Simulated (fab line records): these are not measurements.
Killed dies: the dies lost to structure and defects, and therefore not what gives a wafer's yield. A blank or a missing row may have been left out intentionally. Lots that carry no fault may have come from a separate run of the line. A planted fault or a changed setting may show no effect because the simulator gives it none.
A sampling plan put to the test    flow nand harc    one fab line, 26 faults that these records tell of, each judged on the records of the lots that it struck
Plan = the line's own looks (route steps where a gauge or an inspection reads the wafer without altering it). A look is open to judgement when struck wafers have a number at it and the file gives its usual mean and standard deviation on fault-free wafers. Caught: a look later than the fault's first step finds the struck wafers' mean 4 or more of those standard deviations (sigma) from the usual mean. On the tool: the test repeated on the tool's own readings taken at the fault's steps. It also counts as caught if the struck wafers ran another recipe or if their record alone is blank.

THE FAULTS, as the simulator had put them in
1. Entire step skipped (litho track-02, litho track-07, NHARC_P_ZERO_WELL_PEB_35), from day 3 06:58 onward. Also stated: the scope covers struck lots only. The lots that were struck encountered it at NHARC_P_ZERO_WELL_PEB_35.
2. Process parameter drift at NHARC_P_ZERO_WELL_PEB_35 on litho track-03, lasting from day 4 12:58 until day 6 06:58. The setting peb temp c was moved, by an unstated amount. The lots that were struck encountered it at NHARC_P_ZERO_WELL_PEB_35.
3. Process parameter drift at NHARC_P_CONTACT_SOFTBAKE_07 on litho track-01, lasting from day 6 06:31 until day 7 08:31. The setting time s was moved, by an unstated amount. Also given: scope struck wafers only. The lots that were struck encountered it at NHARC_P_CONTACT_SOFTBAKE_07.
4. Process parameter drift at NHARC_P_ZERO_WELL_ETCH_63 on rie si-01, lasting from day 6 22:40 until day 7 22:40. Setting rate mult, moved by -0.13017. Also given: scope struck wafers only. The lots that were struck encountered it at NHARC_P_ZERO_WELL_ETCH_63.
5. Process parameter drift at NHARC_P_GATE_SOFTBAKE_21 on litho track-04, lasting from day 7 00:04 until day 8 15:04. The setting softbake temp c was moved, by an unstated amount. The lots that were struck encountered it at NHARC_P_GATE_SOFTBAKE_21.
6. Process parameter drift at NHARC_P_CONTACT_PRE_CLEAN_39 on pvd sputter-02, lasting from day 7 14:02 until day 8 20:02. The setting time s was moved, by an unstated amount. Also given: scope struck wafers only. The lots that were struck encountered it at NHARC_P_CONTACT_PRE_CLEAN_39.
7. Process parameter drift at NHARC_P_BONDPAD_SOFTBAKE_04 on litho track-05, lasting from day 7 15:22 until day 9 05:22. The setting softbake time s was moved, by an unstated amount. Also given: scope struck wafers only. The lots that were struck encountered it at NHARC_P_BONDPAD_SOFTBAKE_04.
8. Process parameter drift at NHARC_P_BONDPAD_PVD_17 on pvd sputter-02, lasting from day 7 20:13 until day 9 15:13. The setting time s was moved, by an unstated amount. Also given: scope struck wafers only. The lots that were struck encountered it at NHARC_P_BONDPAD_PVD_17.
9. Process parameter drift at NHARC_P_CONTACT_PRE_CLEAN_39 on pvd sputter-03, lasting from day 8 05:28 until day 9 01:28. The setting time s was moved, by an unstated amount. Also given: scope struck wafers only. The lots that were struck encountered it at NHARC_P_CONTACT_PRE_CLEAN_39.
10. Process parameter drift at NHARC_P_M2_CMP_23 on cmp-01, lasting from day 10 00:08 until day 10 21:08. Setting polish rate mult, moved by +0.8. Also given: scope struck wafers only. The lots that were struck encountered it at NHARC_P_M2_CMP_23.
11. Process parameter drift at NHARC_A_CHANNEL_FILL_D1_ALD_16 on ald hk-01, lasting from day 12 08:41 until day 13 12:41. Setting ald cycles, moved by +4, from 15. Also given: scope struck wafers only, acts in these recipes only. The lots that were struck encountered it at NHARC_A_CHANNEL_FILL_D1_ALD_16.
12. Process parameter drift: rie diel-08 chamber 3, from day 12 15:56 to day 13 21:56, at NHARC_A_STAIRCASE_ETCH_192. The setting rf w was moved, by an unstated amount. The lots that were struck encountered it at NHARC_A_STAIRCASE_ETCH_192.
13. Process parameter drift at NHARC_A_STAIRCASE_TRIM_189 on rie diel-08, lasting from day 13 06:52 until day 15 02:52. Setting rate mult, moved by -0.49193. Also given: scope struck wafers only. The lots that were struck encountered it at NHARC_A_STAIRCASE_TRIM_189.
14. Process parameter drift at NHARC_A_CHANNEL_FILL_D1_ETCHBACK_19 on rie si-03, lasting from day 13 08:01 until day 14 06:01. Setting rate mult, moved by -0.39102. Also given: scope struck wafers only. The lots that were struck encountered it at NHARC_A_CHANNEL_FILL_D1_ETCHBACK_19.
15. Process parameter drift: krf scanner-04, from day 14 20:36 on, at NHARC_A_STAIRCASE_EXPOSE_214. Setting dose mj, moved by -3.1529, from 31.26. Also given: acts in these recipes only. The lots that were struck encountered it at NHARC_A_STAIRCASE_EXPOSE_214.
16. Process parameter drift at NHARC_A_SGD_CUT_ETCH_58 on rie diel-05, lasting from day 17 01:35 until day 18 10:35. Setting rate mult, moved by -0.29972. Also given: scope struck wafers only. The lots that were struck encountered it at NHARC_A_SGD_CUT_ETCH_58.
17. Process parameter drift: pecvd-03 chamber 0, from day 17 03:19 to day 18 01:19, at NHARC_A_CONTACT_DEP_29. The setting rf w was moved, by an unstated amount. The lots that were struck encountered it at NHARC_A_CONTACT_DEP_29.
18. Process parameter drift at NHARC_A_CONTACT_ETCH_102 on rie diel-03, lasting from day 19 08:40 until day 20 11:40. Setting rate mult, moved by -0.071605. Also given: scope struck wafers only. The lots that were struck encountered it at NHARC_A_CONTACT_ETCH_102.
19. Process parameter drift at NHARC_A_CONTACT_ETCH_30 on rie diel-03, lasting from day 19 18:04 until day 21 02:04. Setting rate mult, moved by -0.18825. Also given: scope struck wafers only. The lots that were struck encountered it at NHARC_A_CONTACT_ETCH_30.
20. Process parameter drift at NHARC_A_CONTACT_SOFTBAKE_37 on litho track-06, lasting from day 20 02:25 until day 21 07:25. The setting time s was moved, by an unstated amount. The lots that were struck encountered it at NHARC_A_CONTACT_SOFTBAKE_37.
21. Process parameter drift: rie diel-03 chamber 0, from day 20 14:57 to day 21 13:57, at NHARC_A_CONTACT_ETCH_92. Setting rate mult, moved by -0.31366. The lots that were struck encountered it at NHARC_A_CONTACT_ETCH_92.
22. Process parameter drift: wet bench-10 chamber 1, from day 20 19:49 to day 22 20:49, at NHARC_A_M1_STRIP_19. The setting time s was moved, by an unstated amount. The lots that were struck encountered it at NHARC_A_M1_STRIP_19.
23. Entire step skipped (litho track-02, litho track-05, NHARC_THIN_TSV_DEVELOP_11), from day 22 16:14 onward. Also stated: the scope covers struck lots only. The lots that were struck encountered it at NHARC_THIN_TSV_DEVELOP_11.
24. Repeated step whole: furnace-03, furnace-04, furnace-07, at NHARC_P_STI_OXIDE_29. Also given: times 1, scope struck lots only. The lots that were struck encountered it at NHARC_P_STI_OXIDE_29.
25. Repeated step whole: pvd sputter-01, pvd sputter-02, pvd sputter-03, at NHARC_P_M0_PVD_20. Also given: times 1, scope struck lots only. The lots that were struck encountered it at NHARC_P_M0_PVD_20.
26. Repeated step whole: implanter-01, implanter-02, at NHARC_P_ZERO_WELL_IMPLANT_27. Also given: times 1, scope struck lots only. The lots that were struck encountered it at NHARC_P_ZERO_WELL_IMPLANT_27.

WHAT THE PLAN SAW
fault  on the tool itself                                first look that catches it                       reading, sigma                                         median hours from its first step to that look  hours from the fault's start to the first struck lot there  judged looks passed uncaught
1      the tool's record is blank for the struck wafers  no look after it can be judged                   -                                                      -                                              -                                                           0
2      plate temp C +13 sigma                            not the one look that can be judged after it     -                                                      -                                              -                                                           1
3      heater power total W +99 or beyond sigma          not the one look that can be judged after it     -                                                      -                                              -                                                           1
4      oes product au -7.5 sigma                         none of the 3 looks that can be judged after it  -                                                      -                                              -                                                           3
5      heater power total W +66 sigma                    not the one look that can be judged after it     -                                                      -                                              -                                                           1
6      no reading that can be judged                     not the one look that can be judged after it     -                                                      -                                              -                                                           1
7      heater power total W +26 sigma                    no look after it can be judged                   -                                                      -                                              -                                                           0
8      under 2 sigma                                     not the one look that can be judged after it     -                                                      -                                              -                                                           1
9      under 2 sigma                                     not the one look that can be judged after it     -                                                      -                                              -                                                           1
10     time to endpoint s -4.6 sigma                     NHARC_P_M2_THK_MEAS_24                           thk nm -5.0                                            0.3                                            12                                                          0
11     under 2 sigma                                     not the one look that can be judged after it     -                                                      -                                              -                                                           1
12     rf fwd power W +38 sigma                          no look after it can be judged                   -                                                      -                                              -                                                           0
13     oes product au -27 sigma                          NHARC_END_SORT_01                                killed at array +76                                    222.7                                          227                                                         0
14     oes product au -25 sigma                          no look after it can be judged                   -                                                      -                                              -                                                           0
15     exposure dose mJ cm2 -98 sigma                    not the one look that can be judged after it     -                                                      -                                              -                                                           1
16     oes product au -16 sigma                          NHARC_END_SORT_01                                killed at array +65                                    141.4                                          157                                                         0
17     rf fwd power W -46 sigma                          no look after it can be judged                   -                                                      -                                              -                                                           0
18     oes product au -4.7 sigma                         NHARC_END_SORT_01                                killed at array +10                                    84.1                                           89                                                          0
19     oes product au -5.6 sigma                         none of the 2 looks that can be judged after it  strongest: killed at other at NHARC_END_SORT_01, +2.3  -                                              -                                                           2
20     heater power total W +99 or beyond sigma          no look after it can be judged                   -                                                      -                                              -                                                           0
21     oes product au -5.5 sigma                         no look after it can be judged                   -                                                      -                                              -                                                           0
22     run length s +44 sigma                            none of the 2 looks that can be judged after it  strongest: sort_bin_3_pct at NHARC_END_SORT_01, +2.4   -                                              -                                                           2
23     the tool's record is blank for the struck wafers  no look after it can be judged                   -                                                      -                                              -                                                           0
24     only faintly: zone power lower pct +2.3 sigma     no look after it can be judged                   -                                                      -                                              -                                                           0
25     under 2 sigma                                     not the one look that can be judged after it     -                                                      -                                              -                                                           1
26     no reading that can be judged                     not the one look that can be judged after it     -                                                      -                                              -                                                           1
A dash: the fault isn't caught, or these records don't give the number.

Caught at a look: 4 of 26. Caught on the tool: 19 of 26. By one or the other: 19 of 26.
On the tool alone, faults 1, 2, 3, 4, 5, 7, 12, 14, 15, 17, 19, 20, 21, 22, 23 were caught.
Caught by neither: faults 6, 8, 9, 11, 24, 25, 26.

THINNER SAMPLING
In the worst case, this is how late the first struck lot would be measured if the look that catches a fault measured only every second or every third lot, by lot number:
fault  struck lots at that look, in order of time  every lot  every second lot  every third lot
10     L647, L646                                  12 h       12 h              may miss all 2
13     L446, L448                                  227 h      may miss all 2    may miss all 2
16     L675, L677                                  157 h      may miss all 2    may miss all 2
18     L446, L449, L448                            89 h       97 h              may miss all 3
Hours are from the fault's start to the first struck lot that is measured. 4 sigma limit: tested on the pooled struck wafers, so a lone lot may be under it. Other struck lots may not be in these records.

THE LONGEST TIMED WAY FROM STEP TO LOOK
In fault 13, a median of 222.7 hours elapses between NHARC_A_STAIRCASE_TRIM_189 and NHARC_END_SORT_01. No look between them can be judged.
